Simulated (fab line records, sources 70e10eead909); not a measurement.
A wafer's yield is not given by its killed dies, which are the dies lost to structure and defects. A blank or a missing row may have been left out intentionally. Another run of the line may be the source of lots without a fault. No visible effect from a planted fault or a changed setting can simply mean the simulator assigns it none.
Chamber matching || flow nandHarc || NHARC_P_BONDPAD_CMP_32 on cmp-03: 4 sister chambers
The step polishes SiCN, target thk 200 nm. 4 wafers are shown with their chamber, then 8 later ones without.

## WAFERS, EACH WITH ITS CHAMBER
{"wafer": "L076.3", "chamber": 2, "motorCurrentA (A)": 12.5}
{"wafer": "L083.5", "chamber": 3, "motorCurrentA (A)": 15.1}
{"wafer": "L083.6", "chamber": 0, "motorCurrentA (A)": 12.8}
{"wafer": "L084.2", "chamber": 1, "motorCurrentA (A)": 10.9}

## WAFERS MISSING THEIR CHAMBER
{"wafer": "L084.4", "motorCurrentA (A)": 14.4}
{"wafer": "L084.5", "motorCurrentA (A)": 11.4}
{"wafer": "L084.1", "motorCurrentA (A)": 11.3}
{"wafer": "L084.3", "motorCurrentA (A)": 12.1}
{"wafer": "L084.6", "motorCurrentA (A)": 11.4}
{"wafer": "L094.1", "motorCurrentA (A)": 11.0}
{"wafer": "L094.3", "motorCurrentA (A)": 15.0}
{"wafer": "L094.4", "motorCurrentA (A)": 12.9}

## CHAMBER TAKEN BY EACH
{"wafer": "L084.4", "from the rows above": 3, "in truth": 3}
{"wafer": "L084.5", "from the rows above": "can't be placed: 1 or 2", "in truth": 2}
{"wafer": "L084.1", "from the rows above": "can't be placed: 1 or 2", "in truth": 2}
{"wafer": "L084.3", "from the rows above": "can't be placed: 2 or 0 or 1", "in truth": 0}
{"wafer": "L084.6", "from the rows above": "can't be placed: 1 or 2", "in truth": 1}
{"wafer": "L094.1", "from the rows above": 1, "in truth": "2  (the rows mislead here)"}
{"wafer": "L094.3", "from the rows above": 3, "in truth": 3}
{"wafer": "L094.4", "from the rows above": "can't be placed: 0 or 2", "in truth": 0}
Placed correctly: 2 of 8. These rows do not allow placing 5 (true chamber among the candidates in 5). Placed wrongly: 1.
How it was worked out, from the rows above alone: a wafer's distance from a chamber is the root of the sum, over the readings, of the square of ((its reading less the chamber's mean) divided by the reading's scatter). If the next closest chamber is less than 2 further off than the closest, the wafer can't be placed; otherwise it belongs to the closest. The mean given for a chamber averages the wafers shown for that chamber. The scatter: with one shown wafer a chamber, the root of the mean of the squares of how far each hidden wafer lies from its nearest shown one.
